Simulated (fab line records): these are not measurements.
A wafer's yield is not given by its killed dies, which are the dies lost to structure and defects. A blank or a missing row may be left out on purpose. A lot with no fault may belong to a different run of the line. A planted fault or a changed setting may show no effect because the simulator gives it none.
Chamber matching :: flow n5Finfet :: aldMetal-03 running N5_BEOL_M1_ALD_84: 4 sister chambers
The step deposits TaN, pulse time 2 s, purge time 3 s, co reactant purge time 2 s. 4 wafers are shown with their chamber, then 8 later ones without.

== EACH WAFER AND ITS CHAMBER ==
wafer: L088.1
chamber: 2
heaterPowerW (W): 368

wafer: L090.4
chamber: 1
heaterPowerW (W): 438

wafer: L090.5
chamber: 3
heaterPowerW (W): 423

wafer: L094.1
chamber: 0
heaterPowerW (W): 450

== WAFERS MISSING THEIR CHAMBER ==
wafer: L094.3
heaterPowerW (W): 368

wafer: L094.4
heaterPowerW (W): 418

wafer: L096.3
heaterPowerW (W): 413

wafer: L096.4
heaterPowerW (W): 436

wafer: L096.5
heaterPowerW (W): 444

wafer: L097.2
heaterPowerW (W): 366

wafer: L097.3
heaterPowerW (W): 430

wafer: L097.4
heaterPowerW (W): 415

== WHICH CHAMBER EACH WENT THROUGH ==
wafer: L094.3
from the rows above: 2
in truth: 2

wafer: L094.4
from the rows above: 3
in truth: 3

wafer: L096.3
from the rows above: 3
in truth: 3

wafer: L096.4
from the rows above: can't be placed: 1 or 3
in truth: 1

wafer: L096.5
from the rows above: can't be placed: 0 or 1
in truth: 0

wafer: L097.2
from the rows above: 2
in truth: 2

wafer: L097.3
from the rows above: can't be placed: 3 or 1
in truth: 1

wafer: L097.4
from the rows above: 3
in truth: 3
Correct placement for 5 of the 8. These rows do not allow placing 3 (true chamber among the candidates in 3). 0 placed wrongly.
How it was worked out, from the rows above alone: a wafer's distance from a chamber is the root of the sum, over the readings, of the square of ((its reading less the chamber's mean) divided by the reading's scatter). The wafer belongs to the nearest chamber; if the next one is less than 2 further off, it can't be placed. For every chamber, the mean is computed from those of its wafers that are shown. The scatter: with one shown wafer a chamber, the root of the mean of the squares of how far each hidden wafer lies from its nearest shown one.
